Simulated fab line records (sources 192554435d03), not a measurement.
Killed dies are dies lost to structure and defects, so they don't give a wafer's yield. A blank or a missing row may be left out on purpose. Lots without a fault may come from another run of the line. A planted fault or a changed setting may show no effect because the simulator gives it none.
Matching of chambers    flow n5 finfet    N5_BEOL_M12_TRENCH_ETCH_34 on rie diel-03 has 4 sister chambers
The step etches SiOC in C4F8/O2/Ar, target depth 318.95 nm, time 125.5 s. 14 wafers are shown with their chamber, then 7 later ones without.

== WAFERS, EACH WITH ITS CHAMBER ==
wafer   chamber  drypump motor current A (A)  throttle valve pct (%)  showerhead plenum p Torr (Torr)
L074.1  0        4.7                          24.62                   3.51
L074.2  1        6.4                          24.48                   3.61
L074.3  3        5.0                          24.11                   3.40
L075.3  0        4.7                          24.59                   3.51
L075.4  3        5.1                          24.12                   3.40
L075.5  1        6.4                          24.48                   3.61
L079.1  3        5.0                          24.14                   3.40
L079.2  1        6.4                          24.49                   3.60
L079.6  0        4.7                          24.63                   3.50
L080.2  2        5.9                          24.16                   3.52
L080.3  0        4.7                          24.62                   3.50
L080.4  1        6.4                          24.50                   3.60
L081.4  3        5.0                          24.14                   3.39
L081.5  3        5.1                          24.15                   3.39

SIGNATURES, as means of the wafers listed above
reading                   chamber 0  chamber 1  chamber 2  chamber 3  scatter within a chamber
drypump motor current A   4.700      6.400      5.900      5.040      0.0346
throttle valve pct        24.6150    24.4875    24.1600    24.1320    0.015
showerhead plenum p Torr  3.5050     3.6050     3.5200     3.3960     0.00566
Rule: a wafer's distance from a chamber is the root of the sum, over the readings, of the square of ((its reading less the chamber's mean) divided by the reading's scatter). If the next closest chamber is less than 2 further off than the closest, the wafer can't be placed; otherwise it belongs to the closest. How the scatter is found: for the shown wafers, subtract from each reading the mean of its chamber, square and add these, divide the total by (wafers less chambers), then take the root.

== WAFERS MISSING THEIR CHAMBER ==
wafer   drypump motor current A (A)  throttle valve pct (%)  showerhead plenum p Torr (Torr)
L081.6  5.9                          24.14                   3.52
L093.1  5.0                          24.19                   3.38
L093.5  5.9                          23.87                   3.51
L093.6  5.1                          24.18                   3.38
L097.1  4.7                          24.31                   3.48
L097.4  6.4                          24.54                   3.58
L097.5  4.7                          24.31                   3.48

== CHAMBER TAKEN BY EACH ==
wafer   from the rows above      in truth
L081.6  2                        2
L093.1  3                        3
L093.5  2                        2
L093.6  3                        3
L097.1  can't be placed: 0 or 3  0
L097.4  1                        1
L097.5  can't be placed: 0 or 3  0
Correct placement for 5 of the 7. These rows do not allow placing 2 (true chamber among the candidates in 2). Wrongly placed: 0.
